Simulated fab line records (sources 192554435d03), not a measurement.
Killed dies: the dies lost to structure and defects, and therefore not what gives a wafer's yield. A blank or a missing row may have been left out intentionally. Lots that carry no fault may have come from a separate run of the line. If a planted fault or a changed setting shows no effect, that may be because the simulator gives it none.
Struck lot and sound lot, side by side | flow n5_finfet | 23 out of 1938 route steps
Sound: these wafers, L308.1, L308.3, L308.5. Struck: wafers L313.1, L313.4, L313.5. Last of all comes the cause.
At each step with rows: each side's tool, then ch and its chambers, then its first start. Under that, the readings that differ: sound wafers | struck wafers | difference of the means | sigmas: that difference in standard deviations of wafers without a fault.
alike: readings whose means differ by less than 2 such deviations, and words and numbers that are the same on both sides. not compared: withheld readings, readings that some wafer has no value for, bounds like >300 that may hide the same value, and numbers for which the record gives no deviation and whose values overlap.
Wherever a step has rows on one side only, a row that says differs or no value, or a row with sigmas, the two part there. When numbers do not overlap yet have no deviation, they are printed without sigmas and do not part them. Lack of a reading on every wafer of one side parts them only where that side has two or more wafers.

N5_BEOL_M4_RC_MEAS_101:
  sound on prober-01 ch 0, day 9 17:38; struck on prober-01 ch 0, day 10 20:19
  alike: DIBL_N, DIBL_P, IOFF_N, IOFF_P, ION_N, ION_P, SS_N, SS_P, VT_N, VT_P
N5_BEOL_M5_ILD_DEP_00: deposits SiCOH lowk from DEMS/porogen, target thk 140.64 nm, time 25.9 s.
  sound on pecvd-01 ch 0,1,2, day 9 18:36; struck on pecvd-04 ch 0,2, day 10 21:16
  alike: heater_power_w, showerhead_plenum_p_Torr, showerhead_vpp_V, throttle_valve_pct
N5_BEOL_M5_CURE_79: cures SiCOH lowk, time 240 s.
  sound on uv_cure-02 ch 2, day 9 18:40; struck on uv_cure-01 ch 1, day 10 21:21
  alike: lamp_power_pct, wafer_temp_C_max
N5_BEOL_M5_THK_MEAS_01:
  struck on film_metro-02, day 10 21:52; sound on film_metro-01, day 9 19:10
  alike: M5_ILD_THK
then, 1 step without rows for these wafers: N5_BEOL_M5_PECVD_70 (deposits SiO2 from TEOS/O2, target thk 16 nm, time 18 s).
N5_BEOL_M5_HM_DEP_02: deposits TiN, target thk 20 nm.
  struck on pvd_sputter-01, day 10 22:14; sound on pvd_sputter-01, day 9 19:58
  alike: throttle_valve_pct
then, 6 steps without rows for these wafers: N5_BEOL_M5_COAT_59 (time 60 s, resist thk 60 nm); N5_BEOL_M5_COAT_60 (time 60 s, resist thk 12 nm); N5_BEOL_M5_COAT_71 (time 60 s, resist thk 5 nm); N5_BEOL_M5_COAT_05 (resist thk 30 nm); N5_BEOL_M5_EBR_07; N5_BEOL_M5_SOFTBAKE_06 (time 60 s).
N5_BEOL_M5_EXPOSE_08: exposes mask M5, target cd 28 nm.
  sound on euv_scanner-02 ch 0, day 9 20:14; struck on euv_scanner-01 ch 0, day 10 22:29
  reading              | sound             | struck            | difference | sigmas
  exposure_dose_mJ_cm2 | 35.75 35.77 35.77 | 36.32 36.35 36.31 | +0.56      | +15
  alike: mask
then, 2 steps without rows for these wafers: N5_BEOL_M5_PEB_09 (peb time 60 s); N5_BEOL_M5_DEVELOP_10 (develop time 30 s).
N5_BEOL_M5_CD_MEAS_11 targets a cd of 27.74 nm.
  sound on cd_sem-01 ch 0, day 9 20:22; struck on cd_sem-01 ch 0, day 10 22:37
  reading    | sound             | struck            | difference | sigmas
  cd_nm (nm) | 27.79 27.85 28.29 | 28.78 28.08 29.00 | +0.64      | +3
N5_BEOL_M5_OVL_MEAS_12:
  sound on overlay-01 ch 0, day 9 20:23; struck on overlay-01 ch 0, day 10 22:39
  alike: M5_OVL
N5_BEOL_M5_INSPECT_13: inspects for defects (brightfield).
  struck on defect_inspect-01, day 10 22:43; sound on defect_inspect-01, day 9 20:27
  reading          | sound       | struck      | difference | sigmas
  raw_defect_count | 556 552 651 | 285 302 379 | -264       | -3
N5_BEOL_M5_DESCUM_16: chemistry O2, time 7 s.
  sound on rie_diel-03 ch 0,1, day 9 20:34; struck on rie_diel-05 ch 2,3, day 10 22:44
  alike: drypump_motor_current_A, oes_product_au, rf_vpp_V, showerhead_plenum_p_Torr, throttle_valve_pct
  not compared: rf_hours_counter_h, model.BEOL_M5.cd_nm
N5_BEOL_M5_ETCH_72: etches underlayer in N2/H2, target depth 6.5 nm, time 5.2 s.
  sound on rie_diel-03 ch 0,1, day 9 20:35; struck on rie_diel-05 ch 2,3, day 10 22:47
  reading                | sound             | struck            | difference | sigmas
  throttle_valve_pct (%) | 18.11 17.89 18.12 | 17.47 17.50 17.48 | -0.56      | -2
  alike: drypump_motor_current_A, etch_rf_on_time_s, oes_product_au, rf_vpp_V, showerhead_plenum_p_Torr
  not compared: rf_hours_counter_h
N5_BEOL_M5_ETCH_61: etches SiARC in CF4, target depth 15.6 nm, time 26 s.
  sound on rie_diel-03 ch 0,1, day 9 20:37; struck on rie_diel-05 ch 2,3, day 10 22:47
  alike: drypump_motor_current_A, etch_rf_on_time_s, mfc_ar_sccm, oes_product_au, rf_vpp_V, showerhead_plenum_p_Torr, throttle_valve_pct
  not compared: rf_hours_counter_h
N5_BEOL_M5_ETCH_62: etches SOC in N2/H2, target depth 75 nm, overetch 15 nm, time 112.5 s.
  sound on rie_diel-03 ch 0,1, day 9 20:38; struck on rie_diel-05 ch 2,3, day 10 22:49
  reading                  | sound             | struck            | difference | sigmas
  throttle_valve_pct (%)   | 18.08 17.86 18.06 | 17.45 17.48 17.44 | -0.54      | -2
  model.BEOL_M5.cd_nm (nm) | 27.8 27.8 28      | 28.4 28.4 28.4    | +0.5       |
  alike: drypump_motor_current_A, oes_product_au, rf_vpp_V, showerhead_plenum_p_Torr
  not compared: rf_hours_counter_h
then, 1 step without rows for these wafers: N5_BEOL_M5_STRIP_63 (strips in N2/H2).

## WHERE THEY PART
At N5_BEOL_M5_EXPOSE_08 first; at N5_BEOL_M5_ETCH_62 last (within this record only).

WHY: what the simulator had put in
Process parameters drifting: euv_scanner-01 at N5_BEOL_M5_EXPOSE_08, beginning at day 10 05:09. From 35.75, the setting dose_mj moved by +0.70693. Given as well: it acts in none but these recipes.
